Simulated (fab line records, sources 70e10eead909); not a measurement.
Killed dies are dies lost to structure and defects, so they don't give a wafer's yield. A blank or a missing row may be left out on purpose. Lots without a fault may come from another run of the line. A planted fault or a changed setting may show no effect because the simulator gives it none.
Which tool did it? | flow nand_harc | 14 lots, 42 wafers sampled, at 5 steps of a route of 1302

WHAT THE GAUGES READ, wafer by wafer
NHARC_END_SORT_01.
lot  | measured     | on        | killed_at_array | killed_at_other | killed_at_periphery | killed_dies | killed_open | killed_short
L783 | day 30 19:19 | prober-02 | 548 561 562     | 3 1 1           | 6 4 4               | 557 566 567 | 3 4 5       | 2 2 1
L782 | day 30 19:20 | prober-01 | 543 478 500     | 0 0 0           | 6 4 1               | 549 482 501 | 6 3 2       | 3 3 1

WHICH TOOL RAN EACH LOT (tool, then ch and the chambers of the sampled wafers, then the start)
lot  | NHARC_A_STAIRCASE_CVD_552   | NHARC_A_BONDPAD_PVD_27   | NHARC_THIN_TSV_PRE_CLEAN_50 | NHARC_THIN_TSV_PVD_19
L766 | lpcvd-01 ch 1, day 17 09:08 | pvd_sputter-03, no start | pvd_sputter-01, no start    | pvd_sputter-01, no start
L767 | lpcvd-01 ch 1, day 17 20:07 | pvd_sputter-03, no start | pvd_sputter-01, no start    | pvd_sputter-01, no start
L768 | lpcvd-02 ch 0, day 18 05:36 | pvd_sputter-02, no start | pvd_sputter-03, no start    | pvd_sputter-03, no start
L769 | lpcvd-01 ch 0, day 19 02:31 | pvd_sputter-03, no start | pvd_sputter-01, no start    | pvd_sputter-01, no start
L772 | lpcvd-01 ch 0, day 19 16:58 | pvd_sputter-03, no start | pvd_sputter-02, no start    | pvd_sputter-02, no start
L771 | lpcvd-01 ch 0, day 19 21:10 | pvd_sputter-03, no start | pvd_sputter-03, no start    | pvd_sputter-03, no start
L773 | lpcvd-02 ch 0, day 20 06:17 | pvd_sputter-02, no start | pvd_sputter-01, no start    | pvd_sputter-01, no start
L774 | lpcvd-01 ch 0, day 20 13:31 | pvd_sputter-03, no start | pvd_sputter-03, no start    | pvd_sputter-03, no start
L776 | lpcvd-02 ch 1, day 21 11:16 | pvd_sputter-01, no start | pvd_sputter-03, no start    | pvd_sputter-03, no start
L783 | lpcvd-01 ch 0, day 24 01:02 | -                        | -                           | -
L782 | lpcvd-01 ch 0, day 24 04:26 | -                        | -                           | -
L786 | lpcvd-02 ch 0, day 25 23:18 | pvd_sputter-01, no start | pvd_sputter-01, no start    | pvd_sputter-01, no start
L787 | lpcvd-02 ch 0, day 26 07:50 | pvd_sputter-03, no start | pvd_sputter-01, no start    | pvd_sputter-01, no start
L789 | lpcvd-02 ch 1, day 26 23:31 | pvd_sputter-02, no start | pvd_sputter-02, no start    | pvd_sputter-02, no start
- NHARC_A_STAIRCASE_CVD_552: deposits SiNx, target thk 40 nm.
- NHARC_A_BONDPAD_PVD_27: deposits Cu, target thk 30 nm, time 20.49 s.
- NHARC_THIN_TSV_PRE_CLEAN_50: time 30 s.
- NHARC_THIN_TSV_PVD_19: deposits TaN, target thk 20 nm.

WHAT THE TOOLS THEMSELVES READ (means of the sampled wafers that have a number; where no wafer has one, the mark that the record gives instead)
NHARC_A_BONDPAD_PVD_27.
lot  | tool           | throttle_valve_pct (%)
L766 | pvd_sputter-03 | 29.3
L767 | pvd_sputter-03 | 29.4
L768 | pvd_sputter-02 | 31.1
L769 | pvd_sputter-03 | 29.1
L772 | pvd_sputter-03 | 28.2
L771 | pvd_sputter-03 | 28.9
L773 | pvd_sputter-02 | 30.4
L774 | pvd_sputter-03 | 28.8
L776 | pvd_sputter-01 | 30.4
L786 | pvd_sputter-01 | 30.5
L787 | pvd_sputter-03 | 29.4
L789 | pvd_sputter-02 | 30.8

NHARC_THIN_TSV_PRE_CLEAN_50.
lot  | tool           | heater_power_w (W)
L766 | pvd_sputter-01 | 397
L767 | pvd_sputter-01 | 387
L768 | pvd_sputter-03 | 415
L769 | pvd_sputter-01 | 383
L772 | pvd_sputter-02 | 424
L771 | pvd_sputter-03 | 435
L773 | pvd_sputter-01 | 404
L774 | pvd_sputter-03 | 432
L776 | pvd_sputter-03 | 426
L786 | pvd_sputter-01 | 393
L787 | pvd_sputter-01 | 394
L789 | pvd_sputter-02 | 389

NHARC_THIN_TSV_PVD_19.
lot  | tool           | throttle_valve_pct (%)
L766 | pvd_sputter-01 | 30.4
L767 | pvd_sputter-01 | 30.4
L768 | pvd_sputter-03 | 28.9
L769 | pvd_sputter-01 | 29.5
L772 | pvd_sputter-02 | 31.0
L771 | pvd_sputter-03 | 29.3
L773 | pvd_sputter-01 | 30.2
L774 | pvd_sputter-03 | 29.5
L776 | pvd_sputter-03 | 29.6
L786 | pvd_sputter-01 | 30.4
L787 | pvd_sputter-01 | 30.2
L789 | pvd_sputter-02 | 31.5

THE ANSWER, worked out from the rows above alone
Rule: what is usual is taken from the lots themselves. Put in order of their means at a reading, lots are off if they are a third of the lots or fewer, leave a main group of 4 or more, and stand apart from it by a gap of 3 or more times the standard deviation of the main group's means; of several such gaps the widest counts. A main group whose means are all the same, to the digits that the tables above print for the reading, isn't used. A lot without any number at a reading at which 4 lots or more have one is off too. The other lots that the step has rows for count as sound. The gauges are gone through in route order, then the tools' own readings, and for those a lot's mean is taken as printed above. The first step at which some lot is off is used, and at that step the reading that is off furthest; a lot without a number counts as furthest.
No lot is off at any reading shown: from this, nothing can be told.

WHAT THE SIMULATOR HAD PUT IN
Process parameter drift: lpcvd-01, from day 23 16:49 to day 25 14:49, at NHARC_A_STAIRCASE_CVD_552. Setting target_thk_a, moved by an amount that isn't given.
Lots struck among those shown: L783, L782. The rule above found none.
